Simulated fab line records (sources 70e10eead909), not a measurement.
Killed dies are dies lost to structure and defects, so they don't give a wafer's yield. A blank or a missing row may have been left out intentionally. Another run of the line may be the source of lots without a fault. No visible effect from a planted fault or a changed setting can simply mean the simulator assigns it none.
Chamber matching ; flow nand harc ; NHARC_A_M1_CMP_23 on cmp-01 has 4 sister chambers
The step polishes, t overpolish 20 s, target thk 154.34 nm. 8 wafers are shown with their chamber, then 10 later ones without.

WAFERS, EACH WITH ITS CHAMBER
wafer;chamber;motor current A (A);time to endpoint s (s)
L079.5;0;10.0;27.3
L081.2;3;14.7;26.8
L088.5;0;10.9;30.2
L087.1;2;11.8;21.2
L087.3;1;12.5;31.1
L087.6;1;11.4;29.1
L086.1;2;11.6;26.0
L086.3;3;14.3;27.7

WAFERS WITH NO CHAMBER GIVEN
wafer;motor current A (A);time to endpoint s (s)
L086.4;10.7;30.1
L094.3;11.6;32.2
L094.4;12.1;24.9
L094.5;11.0;28.3
L092.2;10.9;27.1
L092.3;11.9;32.0
L092.6;10.8;27.4
L095.1;13.9;29.2
L095.2;12.5;31.7
L095.4;10.6;28.1

CHAMBER TAKEN BY EACH
wafer;from the rows above;in truth
L086.4;can't be placed: 0 or 1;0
L094.3;can't be placed: 1 or 0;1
L094.4;can't be placed: 2 or 1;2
L094.5;can't be placed: 0 or 1 or 2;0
L092.2;can't be placed: 0 or 2 or 1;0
L092.3;1;1
L092.6;can't be placed: 0 or 2 or 1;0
L095.1;3;3
L095.2;1;1
L095.4;0;0
Correctly placed: 4 of 10. Not placeable from these rows: 6 (in 6, the candidates include the true chamber). Number placed wrongly: 0.
How it was worked out, from the rows above alone: a wafer's distance from a chamber is the root of the sum, over the readings, of the square of ((its reading less the chamber's mean) divided by the reading's scatter). The wafer belongs to the nearest chamber; if the next one is less than 2 further off, it can't be placed. For every chamber, the mean is computed from those of its wafers that are shown. How the scatter is found: for the shown wafers, subtract from each reading the mean of its chamber, square and add these, divide the total by (wafers less chambers), then take the root.
